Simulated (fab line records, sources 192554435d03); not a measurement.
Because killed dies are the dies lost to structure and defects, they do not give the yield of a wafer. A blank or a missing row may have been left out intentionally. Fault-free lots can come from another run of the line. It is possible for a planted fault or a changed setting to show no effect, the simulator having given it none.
What tool caused it?	flow n5Finfet	72 wafers from 24 lots sampled at 3 of the route's 1938 steps

== WHAT THE GAUGES SHOWED, per wafer ==
N5_STI_FIN_REVEAL_THK_MEAS_05.
lot	measured	on	thkNm (nm)
L074	day 2 11:47	filmMetro-01	129.7 131.7 130.0
L075	day 2 19:35	filmMetro-01	131.7 131.4 132.1
L076	day 2 21:31	filmMetro-02	131.6 133.3 131.3
L077	day 3 03:22	filmMetro-02	129.9 128.8 129.3
L078	day 3 09:18	filmMetro-01	130.7 129.1 129.2
L079	day 3 14:45	filmMetro-01	132.0 132.9 133.4
L080	day 3 22:29	filmMetro-02	130.5 130.4 130.3
L081	day 4 04:23	filmMetro-01	132.3 132.9 131.9
L082	day 4 10:16	filmMetro-02	128.8 128.0 130.1
L083	day 4 17:04	filmMetro-02	132.8 131.4 132.0
L084	day 5 02:38	filmMetro-02	130.7 132.1 130.2
L085	day 5 08:38	filmMetro-01	131.8 131.7 132.8
L086	day 5 13:04	filmMetro-01	131.7 130.9 131.5
L087	day 5 16:10	filmMetro-01	131.1 131.6 131.8
L088	day 5 21:10	filmMetro-02	131.4 130.0 131.0
L089	day 6 04:45	filmMetro-02	129.4 130.5 130.1
L090	day 6 09:03	filmMetro-01	129.1 131.4 129.5
L091	day 6 16:02	filmMetro-01	131.9 133.2 131.2
L092	day 6 21:11	filmMetro-02	131.2 131.7 130.9
L093	day 7 03:58	filmMetro-01	132.5 130.8 132.3
L094	day 7 10:35	filmMetro-02	130.9 130.4 130.6
L095	day 7 15:54	filmMetro-01	131.3 130.1 131.0
L096	day 7 22:05	filmMetro-02	129.7 131.5 132.3
L097	day 8 03:08	filmMetro-01	130.0 130.0 131.3

N5_DUMMY_GATE_OVL_MEAS_16.
lot	measured	on	GATE_OVL (nm)
L074	day 2 23:50	overlay-02	-0.9 -1.7 -0.5
L075	day 3 09:41	overlay-02	-0.5 -0.4 -0.6
L076	day 3 09:28	overlay-01	-0.3 -0.2 -1.7
L077	day 3 17:23	overlay-02	-0.3 -0.9 -1.8
L078	day 3 21:43	overlay-02	-1.4 -1.4 -0.6
L079	day 4 04:58	overlay-02	-0.5 -1.0 -1.6
L080	day 4 21:35	overlay-01	-0.2 0.1 0.6
L081	day 4 18:52	overlay-02	-1.5 -1.5 -0.6
L082	day 5 03:13	overlay-01	-0.6 0.3 -1.2
L083	day 5 06:46	overlay-01	-1.7 0.1 -0.9
L084	day 5 15:04	overlay-01	-0.3 -0.8 -0.8
L085	day 5 21:28	overlay-02	-0.9 -1.0 -0.8
L086	day 6 01:22	overlay-01	0.3 0.0 -0.1
L087	day 6 11:40	overlay-01	-1.8 -1.9 -1.8
L088	day 6 09:31	overlay-02	-0.5 -1.4 -1.8
L089	day 6 17:56	overlay-02	0.3 -0.4 0.2
L090	day 6 21:20	overlay-01	0.2 0.1 0.8
L091	day 7 04:30	overlay-01	-0.6 -1.1 -0.7
L092	day 7 09:18	overlay-01	-0.1 -0.6 0.1
L093	day 7 16:16	overlay-01	-1.2 -0.2 -0.8
L094	day 7 22:54	overlay-01	-0.9 0.7 -0.7
L095	day 8 04:11	overlay-02	0.2 -2.6 -0.1
L096	day 8 10:58	overlay-01	-0.1 -1.1 -2.0
L097	day 8 16:02	overlay-01	-0.1 -1.0 -1.2

N5_DUMMY_GATE_INSPECT_17: inspects for defects (brightfield).
lot	measured	on	rawDefectCount
L074	day 2 23:53	defectInspect-02	285 242 274
L075	day 3 09:44	defectInspect-01	201 220 224
L076	day 3 09:32	defectInspect-01	210 148 204
L077	day 3 17:27	defectInspect-02	190 225 261
L078	day 3 21:46	defectInspect-02	180 144 163
L079	day 4 05:01	defectInspect-02	203 195 142
L080	day 4 21:38	defectInspect-01	175 210 193
L081	day 4 18:55	defectInspect-01	273 264 249
L082	day 5 03:16	defectInspect-02	249 130 295
L083	day 5 06:49	defectInspect-01	92 175 259
L084	day 5 15:07	defectInspect-01	159 195 173
L085	day 5 21:31	defectInspect-02	212 262 253
L086	day 6 01:26	defectInspect-01	182 124 122
L087	day 6 11:44	defectInspect-01	200 262 207
L088	day 6 09:34	defectInspect-01	236 164 183
L089	day 6 17:59	defectInspect-01	425 310 286
L090	day 6 21:23	defectInspect-01	152 164 123
L091	day 7 04:33	defectInspect-02	149 130 101
L092	day 7 09:21	defectInspect-02	166 123 137
L093	day 7 16:20	defectInspect-01	211 198 258
L094	day 7 22:58	defectInspect-02	187 126 145
L095	day 8 04:14	defectInspect-02	217 202 162
L096	day 8 11:01	defectInspect-01	191 296 247
L097	day 8 16:06	defectInspect-01	139 140 143

== WHAT TOOL EACH LOT RAN ON (gives the tool, then ch and the chambers of the sampled wafers, and finally the start) ==
The record holds no process step before these readings.

== AS READ BY THE TOOLS THEMSELVES (means over the sampled wafers that have a number; for cases with no such wafer, the mark the record gives instead) ==
The record holds no such reading with a usual standard deviation.

== THE ANSWER, worked out from the rows above alone ==
Rule: the lots themselves supply what counts as usual. Put in order of their means at a reading, lots are off if they are a third of the lots or fewer, leave a main group of 4 or more, and stand apart from it by a gap of 3 or more times the standard deviation of the main group's means; of several such gaps the widest counts. A main group whose means are all the same, to the digits that the tables above print for the reading, isn't used. A lot without any number at a reading at which 4 lots or more have one is off too. The other lots that the step has rows for count as sound. After the gauges, taken in route order, come the tools' own readings; for these a lot's mean is taken, as printed above. The first step at which some lot is off is used, and at that step the reading that is off furthest; a lot without a number counts as furthest.
No lot is off on any of the readings shown, so nothing can be concluded from this.

== WHAT HAD BEEN PUT IN BY THE SIMULATOR ==
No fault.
